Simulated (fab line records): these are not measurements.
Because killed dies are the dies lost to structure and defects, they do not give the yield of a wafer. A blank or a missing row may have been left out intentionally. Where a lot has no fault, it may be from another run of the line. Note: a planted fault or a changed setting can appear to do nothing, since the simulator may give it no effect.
Which tool did it? | flow n5Finfet | 24 lots with 72 wafers sampled at 6 steps, on a route of 1938 steps

== WHAT EACH GAUGE READ, for each wafer ==
Not one reading of a measure or inspect step in the record can be checked against a usual standard deviation.

== TOOL THAT RAN EACH LOT (tool first, then ch and the chambers of the sampled wafers, then the start) ==
lot  | N5_BEOL_M7_DEGAS_44         | N5_BEOL_M8_PECVD_70             | N5_BEOL_M8_ETCH_61                | N5_BEOL_M8_HM_OPEN_17            | N5_BEOL_M8_ANNEAL_51            | N5_BEOL_M9_CURE_71
L074 | pvdSputter-03, day 10 14:56 | pecvd-02 ch 0,1, day 10 17:31   | rieDiel-05 ch 0,3, day 10 20:19   | rieMetal-03 ch 0,1, day 10 20:34 | rtpAnneal-02 ch 0, day 10 23:24 | uvCure-02 ch 0, day 11 00:22
L075 | pvdSputter-01, day 10 14:59 | pecvd-03 ch 1,2, day 10 17:48   | rieDiel-04 ch 0,1,3, day 10 20:32 | rieMetal-03 ch 0,1, day 10 20:47 | rtpAnneal-01 ch 0, day 10 23:43 | uvCure-01 ch 2, day 11 00:37
L078 | pvdSputter-02, day 10 21:43 | pecvd-01 ch 0,1, day 11 00:31   | rieDiel-04 ch 0,3, day 11 03:34   | rieMetal-03 ch 0,1, day 11 03:49 | rtpAnneal-02 ch 0, day 11 11:59 | uvCure-01 ch 0, day 11 12:59
L077 | pvdSputter-02, day 10 22:47 | pecvd-01 ch 0,2, day 11 01:34   | rieDiel-05 ch 0,2,3, day 11 03:37 | rieMetal-02 ch 0,1, day 11 03:52 | rtpAnneal-02 ch 0, day 11 11:41 | uvCure-02 ch 2, day 11 12:37
L076 | pvdSputter-02, day 11 08:37 | pecvd-02 ch 0,1, day 11 12:13   | rieDiel-05 ch 0,2,3, day 11 13:58 | rieMetal-03 ch 0,1, day 11 14:13 | rtpAnneal-02 ch 0, day 11 20:02 | uvCure-01 ch 0, day 11 20:59
L079 | pvdSputter-02, day 11 12:50 | pecvd-03 ch 0,1, day 11 15:18   | rieDiel-05 ch 0,1,2, day 11 17:11 | rieMetal-02 ch 0,1, day 11 17:25 | rtpAnneal-02 ch 0, day 11 21:50 | uvCure-02 ch 0, day 11 22:42
L080 | pvdSputter-02, day 11 13:00 | pecvd-03 ch 0,1, day 11 15:59   | rieDiel-02 ch 1,3, day 11 17:23   | rieMetal-03 ch 0,1, day 11 17:38 | rtpAnneal-02 ch 0, day 11 23:48 | uvCure-02 ch 0, day 12 00:40
L081 | pvdSputter-03, day 12 00:09 | pecvd-03 ch 1,2, day 12 02:28   | rieDiel-02 ch 1,2,3, day 12 03:08 | rieMetal-02 ch 1, day 12 03:26   | rtpAnneal-01 ch 0, day 12 08:11 | uvCure-01 ch 2, day 12 09:17
L082 | pvdSputter-03, day 12 07:10 | pecvd-02 ch 1,2, day 12 10:16   | rieDiel-04 ch 0,2,3, day 12 14:05 | rieMetal-01 ch 0,1, day 12 14:22 | rtpAnneal-02 ch 0, day 12 17:39 | uvCure-03 ch 2, day 12 18:36
L083 | pvdSputter-03, day 12 14:25 | pecvd-02 ch 0,1, day 12 17:08   | rieDiel-05 ch 1,2,3, day 12 19:25 | rieMetal-01 ch 0,1, day 12 19:40 | rtpAnneal-01 ch 0, day 13 00:05 | uvCure-01 ch 2, day 13 01:03
L085 | pvdSputter-01, day 12 16:42 | pecvd-02 ch 0,1,2, day 12 20:51 | rieDiel-05 ch 0,3, day 12 21:45   | rieMetal-02 ch 0,1, day 12 22:01 | rtpAnneal-02 ch 0, day 13 02:33 | uvCure-01 ch 1, day 13 03:45
L086 | pvdSputter-03, day 12 23:17 | pecvd-03 ch 0,1,2, day 13 01:58 | rieDiel-04 ch 1,2, day 13 05:08   | rieMetal-02 ch 0,1, day 13 05:23 | rtpAnneal-01 ch 0, day 13 11:31 | uvCure-01 ch 1, day 13 12:40
L084 | pvdSputter-03, day 13 04:26 | pecvd-03 ch 0,1, day 13 07:12   | rieDiel-02 ch 0,2, day 13 08:44   | rieMetal-03 ch 0,1, day 13 08:59 | rtpAnneal-01 ch 0, day 13 17:31 | uvCure-02 ch 2, day 13 18:23
L087 | pvdSputter-03, day 13 12:08 | pecvd-02 ch 0,2, day 13 17:39   | rieDiel-02 ch 1,2,3, day 13 18:47 | rieMetal-01 ch 0,1, day 13 19:05 | rtpAnneal-02 ch 0, day 14 04:44 | uvCure-02 ch 1, day 14 05:43
L088 | pvdSputter-03, day 13 23:58 | pecvd-02 ch 0,1, day 14 06:49   | rieDiel-04 ch 0,2,3, day 14 09:04 | rieMetal-01 ch 0,1, day 14 09:19 | rtpAnneal-01 ch 0, day 14 12:23 | uvCure-03 ch 2, day 14 13:22
L089 | pvdSputter-01, day 14 10:09 | pecvd-02 ch 0,1,2, day 14 13:11 | rieDiel-02 ch 0,2, day 14 14:14   | rieMetal-02 ch 0,1, day 14 14:29 | rtpAnneal-02 ch 0, day 14 21:47 | uvCure-03 ch 0, day 14 22:39
L090 | pvdSputter-02, day 14 11:53 | pecvd-03 ch 0,1,2, day 14 14:08 | rieDiel-02 ch 0,3, day 14 19:07   | rieMetal-01 ch 0,1, day 14 19:29 | rtpAnneal-01 ch 0, day 15 04:20 | uvCure-02 ch 1, day 15 05:16
L091 | pvdSputter-02, day 14 11:58 | pecvd-01 ch 0,1,2, day 14 14:23 | rieDiel-02 ch 0,3, day 14 19:28   | rieMetal-01 ch 0,1, day 14 19:49 | rtpAnneal-01 ch 0, day 15 04:47 | uvCure-01 ch 0, day 15 05:39
L093 | pvdSputter-02, day 14 12:27 | pecvd-03 ch 0,1,2, day 14 14:51 | rieDiel-02 ch 0,3, day 14 20:02   | rieMetal-03 ch 0,1, day 14 20:23 | rtpAnneal-02 ch 0, day 15 05:03 | uvCure-02 ch 2, day 15 05:59
L092 | pvdSputter-01, day 14 18:52 | pecvd-03 ch 0,1,2, day 14 21:43 | rieDiel-02 ch 0,3, day 15 10:02   | rieMetal-03 ch 0,1, day 15 12:22 | rtpAnneal-01 ch 0, day 15 18:49 | uvCure-03 ch 1, day 15 19:42
L094 | pvdSputter-02, day 16 00:07 | pecvd-02 ch 0,2, day 16 02:33   | rieDiel-02 ch 0,1,3, day 16 04:31 | rieMetal-02 ch 0,1, day 16 04:46 | rtpAnneal-02 ch 0, day 16 09:17 | uvCure-03 ch 0, day 16 10:09
L096 | pvdSputter-02, day 16 00:59 | pecvd-03 ch 0,2, day 16 04:05   | rieDiel-02 ch 1,2,3, day 16 05:22 | rieMetal-03 ch 0,1, day 16 05:36 | rtpAnneal-02 ch 0, day 16 10:26 | uvCure-01 ch 0, day 16 11:21
L095 | pvdSputter-01, day 16 02:12 | pecvd-02 ch 0,1,2, day 16 05:35 | rieDiel-02 ch 2,3, day 16 07:01   | rieMetal-03 ch 0,1, day 16 07:15 | rtpAnneal-01 ch 0, day 16 10:36 | uvCure-03 ch 1, day 16 11:28
L097 | pvdSputter-03, day 16 06:00 | pecvd-02 ch 0,1,2, day 16 08:27 | rieDiel-02 ch 0,3, day 16 10:16   | rieMetal-03 ch 0,1, day 16 10:32 | rtpAnneal-01 ch 0, day 16 14:43 | uvCure-02 ch 2, day 16 15:38
- N5_BEOL_M7_DEGAS_44: time 60 s.
- N5_BEOL_M8_PECVD_70: deposits SiO2 from TEOS/O2, target thk 20 nm, time 22.7 s.
- N5_BEOL_M8_ETCH_61: etches SiARC in CF4, target depth 45.5 nm, time 75.8 s.
- N5_BEOL_M8_HM_OPEN_17: chemistry Cl2/BCl3, target TiN, target depth 20 nm, overetch 6 nm.
- N5_BEOL_M8_ANNEAL_51: time 90 s.
- N5_BEOL_M9_CURE_71: cures SiCOH lowk, time 240 s.

== AS READ BY THE TOOLS THEMSELVES (means over the sampled wafers that have a number; for cases with no such wafer, the mark the record gives instead) ==
N5_BEOL_M7_DEGAS_44.
lot  | tool          | heaterPowerW (W) | susceptorTempC (C)
L074 | pvdSputter-03 | 344              | 250.02
L075 | pvdSputter-01 | 342              | 250.09
L078 | pvdSputter-02 | 353              | 250.03
L077 | pvdSputter-02 | 369              | 250.10
L076 | pvdSputter-02 | 323              | 250.03
L079 | pvdSputter-02 | 352              | 250.06
L080 | pvdSputter-02 | 365              | 249.93
L081 | pvdSputter-03 | 376              | 249.90
L082 | pvdSputter-03 | 314              | 249.97
L083 | pvdSputter-03 | 356              | 250.01
L085 | pvdSputter-01 | 343              | 250.18
L086 | pvdSputter-03 | 326              | 249.93
L084 | pvdSputter-03 | 323              | 250.10
L087 | pvdSputter-03 | 373              | 250.00
L088 | pvdSputter-03 | 344              | 250.03
L089 | pvdSputter-01 | 345              | 249.90
L090 | pvdSputter-02 | 340              | 250.15
L091 | pvdSputter-02 | 358              | 250.02
L093 | pvdSputter-02 | 353              | 250.04
L092 | pvdSputter-01 | 325              | 250.00
L094 | pvdSputter-02 | 338              | 249.97
L096 | pvdSputter-02 | 387              | 249.92
L095 | pvdSputter-01 | 314              | 250.02
L097 | pvdSputter-03 | 357              | 249.76

N5_BEOL_M8_PECVD_70.
lot  | tool     | heaterPowerW (W) | showerheadPlenumPTorr (Torr) | susceptorTempC (C) | throttleValvePct (%)
L074 | pecvd-02 | 755              | 8.70                         | 399.83             | 23.8
L075 | pecvd-03 | 648              | 8.79                         | 400.17             | 22.2
L078 | pecvd-01 | 861              | 8.83                         | 400.02             | 23.2
L077 | pecvd-01 | 757              | 8.87                         | 399.98             | 21.4
L076 | pecvd-02 | 748              | 8.70                         | 399.92             | 23.7
L079 | pecvd-03 | 638              | 8.78                         | 400.17             | 22.8
L080 | pecvd-03 | 641              | 8.78                         | 399.95             | 22.7
L081 | pecvd-03 | 676              | 8.76                         | 400.26             | 21.9
L082 | pecvd-02 | 641              | 8.77                         | 399.84             | 22.8
L083 | pecvd-02 | 722              | 8.74                         | 399.68             | 24.0
L085 | pecvd-02 | 684              | 8.74                         | 400.01             | 23.3
L086 | pecvd-03 | 705              | 8.78                         | 399.87             | 22.4
L084 | pecvd-03 | 641              | 8.78                         | 399.98             | 22.8
L087 | pecvd-02 | 636              | 8.70                         | 399.88             | 23.1
L088 | pecvd-02 | 682              | 8.72                         | 399.96             | 23.8
L089 | pecvd-02 | 666              | 8.74                         | 400.06             | 23.3
L090 | pecvd-03 | 662              | 8.77                         | 400.23             | 22.4
L091 | pecvd-01 | 772              | 8.85                         | 400.07             | 22.4
L093 | pecvd-03 | 708              | 8.79                         | 400.11             | 22.5
L092 | pecvd-03 | 669              | 8.78                         | 400.07             | 22.7
L094 | pecvd-02 | 710              | 8.68                         | 399.89             | 23.0
L096 | pecvd-03 | 596              | 8.76                         | 400.16             | 22.6
L095 | pecvd-02 | 700              | 8.73                         | 399.97             | 23.3
L097 | pecvd-02 | 701              | 8.74                         | 400.05             | 23.3

N5_BEOL_M8_ETCH_61.
lot  | tool       | drypumpMotorCurrentA (A) | etchRfOnTimeS (s) | oesProductAu (a.u.) | rfVppV (V) | showerheadPlenumPTorr (Torr) | throttleValvePct (%)
L074 | rieDiel-05 | 5.8                      | 78.9              | 0.60                | 184.0      | 2.12                         | 15.96
L075 | rieDiel-04 | 5.5                      | 78.0              | 0.61                | 184.5      | 2.16                         | 15.84
L078 | rieDiel-04 | 5.6                      | 77.5              | 0.63                | 184.1      | 2.12                         | 15.60
L077 | rieDiel-05 | 5.7                      | 78.4              | 0.60                | 184.4      | 2.15                         | 15.79
L076 | rieDiel-05 | 5.7                      | 77.6              | 0.60                | 183.8      | 2.15                         | 15.81
L079 | rieDiel-05 | 5.9                      | 76.6              | 0.67                | 184.8      | 2.20                         | 15.69
L080 | rieDiel-02 | 5.2                      | 75.6              | 0.59                | 184.8      | 2.14                         | 15.79
L081 | rieDiel-02 | 5.7                      | 75.7              | 0.62                | 183.7      | 2.18                         | 15.73
L082 | rieDiel-04 | 5.8                      | 76.7              | 0.61                | 183.1      | 2.10                         | 15.67
L083 | rieDiel-05 | 6.0                      | 75.9              | 0.67                | 184.2      | 2.20                         | 15.60
L085 | rieDiel-05 | 5.9                      | 78.3              | 0.60                | 183.2      | 2.12                         | 15.91
L086 | rieDiel-04 | 5.8                      | 77.3              | 0.60                | 184.0      | 2.09                         | 15.77
L084 | rieDiel-02 | 6.2                      | 74.4              | 0.71                | 185.7      | 2.26                         | 15.48
L087 | rieDiel-02 | 5.7                      | 76.9              | 0.70                | 184.6      | 2.18                         | 15.59
L088 | rieDiel-04 | 5.8                      | 75.8              | 0.68                | 183.7      | 2.09                         | 15.56
L089 | rieDiel-02 | 6.2                      | 75.2              | 0.70                | 186.9      | 2.25                         | 15.51
L090 | rieDiel-02 | 5.5                      | 75.3              | 0.77                | 185.0      | 2.21                         | 15.24
L091 | rieDiel-02 | 5.5                      | 74.2              | 0.77                | 184.7      | 2.21                         | 15.25
L093 | rieDiel-02 | 5.5                      | 73.8              | 0.77                | 185.5      | 2.21                         | 15.24
L092 | rieDiel-02 | 5.4                      | 75.6              | 0.75                | 184.1      | 2.21                         | 15.27
L094 | rieDiel-02 | 5.5                      | 75.8              | 0.76                | 184.3      | 2.18                         | 15.32
L096 | rieDiel-02 | 5.7                      | 74.6              | 0.74                | 184.1      | 2.17                         | 15.46
L095 | rieDiel-02 | 5.9                      | 73.2              | 0.70                | 184.7      | 2.19                         | 15.55
L097 | rieDiel-02 | 5.2                      | 74.3              | 0.75                | 184.7      | 2.15                         | 15.31

N5_BEOL_M8_HM_OPEN_17.
lot  | tool        | bcl3FlowSccm (sccm) | drypumpMotorCurrentA (A) | heBacksideLeakSccm (sccm) | oesProductAu (a.u.) | throttleValvePct (%)
L074 | rieMetal-03 | 21.80               | 5.1                      | 3.3                       | 0.58                | 22.23
L075 | rieMetal-03 | 21.70               | 5.2                      | 3.3                       | 0.58                | 22.39
L078 | rieMetal-03 | 21.69               | 5.1                      | 3.2                       | 0.58                | 22.22
L077 | rieMetal-02 | 21.72               | 5.5                      | 3.6                       | 0.60                | 22.43
L076 | rieMetal-03 | 21.74               | 5.2                      | 3.2                       | 0.57                | 22.40
L079 | rieMetal-02 | 21.75               | 5.5                      | 3.8                       | 0.60                | 22.44
L080 | rieMetal-03 | 21.77               | 5.2                      | 3.2                       | 0.58                | 22.40
L081 | rieMetal-02 | 21.74               | 6.1                      | 3.5                       | 0.69                | 22.28
L082 | rieMetal-01 | 21.73               | 5.6                      | 3.3                       | 0.64                | 22.24
L083 | rieMetal-01 | 21.72               | 5.7                      | 3.1                       | 0.64                | 22.24
L085 | rieMetal-02 | 21.72               | 5.4                      | 3.5                       | 0.80                | 22.15
L086 | rieMetal-02 | 21.83               | 5.8                      | 3.6                       | 0.75                | 22.19
L084 | rieMetal-03 | 21.78               | 5.2                      | 3.3                       | 0.57                | 22.39
L087 | rieMetal-01 | 21.64               | 5.6                      | 3.3                       | 0.63                | 22.25
L088 | rieMetal-01 | 21.74               | 5.6                      | 3.1                       | 0.63                | 22.25
L089 | rieMetal-02 | 21.76               | 5.4                      | 3.6                       | 0.78                | 22.14
L090 | rieMetal-01 | 21.73               | 5.6                      | 3.3                       | 0.63                | 22.24
L091 | rieMetal-01 | 21.77               | 5.7                      | 3.2                       | 0.63                | 22.25
L093 | rieMetal-03 | 21.74               | 5.1                      | 3.1                       | 0.58                | 22.22
L092 | rieMetal-03 | 21.68               | 5.1                      | 3.3                       | 0.57                | 22.24
L094 | rieMetal-02 | 21.80               | 5.4                      | 4.2                       | 0.75                | 22.15
L096 | rieMetal-03 | 21.76               | 5.2                      | 3.2                       | 0.56                | 22.41
L095 | rieMetal-03 | 21.72               | 5.1                      | 3.2                       | 0.57                | 22.24
L097 | rieMetal-03 | 21.78               | 5.1                      | 3.4                       | 0.56                | 22.25

N5_BEOL_M8_ANNEAL_51.
lot  | tool         | annealTempC (C) | wafer_temp_C_max
L074 | rtpAnneal-02 | 224.96          | 226.10
L075 | rtpAnneal-01 | 225.22          | 225.60
L078 | rtpAnneal-02 | 225.05          | 226.16
L077 | rtpAnneal-02 | 224.89          | 226.06
L076 | rtpAnneal-02 | 224.89          | 225.93
L079 | rtpAnneal-02 | 224.85          | 225.86
L080 | rtpAnneal-02 | 225.31          | 225.85
L081 | rtpAnneal-01 | 224.88          | 225.83
L082 | rtpAnneal-02 | 224.89          | 226.17
L083 | rtpAnneal-01 | 225.05          | 225.62
L085 | rtpAnneal-02 | 224.92          | 225.91
L086 | rtpAnneal-01 | 225.02          | 225.57
L084 | rtpAnneal-01 | 225.19          | 225.86
L087 | rtpAnneal-02 | 224.99          | 225.78
L088 | rtpAnneal-01 | 224.99          | 225.75
L089 | rtpAnneal-02 | 225.01          | 226.01
L090 | rtpAnneal-01 | 224.85          | 225.77
L091 | rtpAnneal-01 | 224.88          | 225.94
L093 | rtpAnneal-02 | 225.24          | 225.89
L092 | rtpAnneal-01 | 225.30          | 226.02
L094 | rtpAnneal-02 | 225.08          | 226.15
L096 | rtpAnneal-02 | 225.08          | 226.11
L095 | rtpAnneal-01 | 225.01          | 225.76
L097 | rtpAnneal-01 | 224.91          | 225.74

N5_BEOL_M9_CURE_71.
lot  | tool      | lampPowerPct (%) | wafer_temp_C_max
L074 | uvCure-02 | 52.31            | 387.4
L075 | uvCure-01 | 52.27            | 386.0
L078 | uvCure-01 | 52.35            | 386.7
L077 | uvCure-02 | 52.27            | 387.2
L076 | uvCure-01 | 52.32            | 387.2
L079 | uvCure-02 | 52.34            | 386.7
L080 | uvCure-02 | 52.24            | 386.9
L081 | uvCure-01 | 52.27            | 386.0
L082 | uvCure-03 | 52.31            | 386.0
L083 | uvCure-01 | 52.30            | 385.7
L085 | uvCure-01 | 52.26            | 387.5
L086 | uvCure-01 | 52.28            | 387.3
L084 | uvCure-02 | 52.32            | 387.1
L087 | uvCure-02 | 52.27            | 387.8
L088 | uvCure-03 | 52.33            | 386.5
L089 | uvCure-03 | 52.32            | 387.1
L090 | uvCure-02 | 52.35            | 387.8
L091 | uvCure-01 | 52.27            | 387.2
L093 | uvCure-02 | 52.26            | 387.4
L092 | uvCure-03 | 52.29            | 387.2
L094 | uvCure-03 | 52.31            | 387.2
L096 | uvCure-01 | 52.31            | 386.9
L095 | uvCure-03 | 52.33            | 387.0
L097 | uvCure-02 | 52.32            | 387.1

== THE ANSWER, worked out from the rows above alone ==
Rule: usual is defined by the lots themselves. The widest of any qualifying gaps counts: lots, ordered by their means at a reading, are off when they make up no more than a third of the lots, leave a main group of 4 or more, and stand apart from it by 3 or more times the standard deviation of that group's means. A main group whose means are all the same, to the digits that the tables above print for the reading, isn't used. Also off: a lot with no number at a reading for which 4 or more lots have one. Where the step has rows for the other lots, those lots are counted as sound. Order of review: gauges by route order, followed by the tools' own readings, for which a lot's mean as printed above is used. At the first step where some lot is off, the reading lying furthest off is the one used; lots without a number count as furthest.
Across all readings shown, no lot is off: no conclusion can be drawn from this.

== WHAT THE SIMULATOR PUT IN ==
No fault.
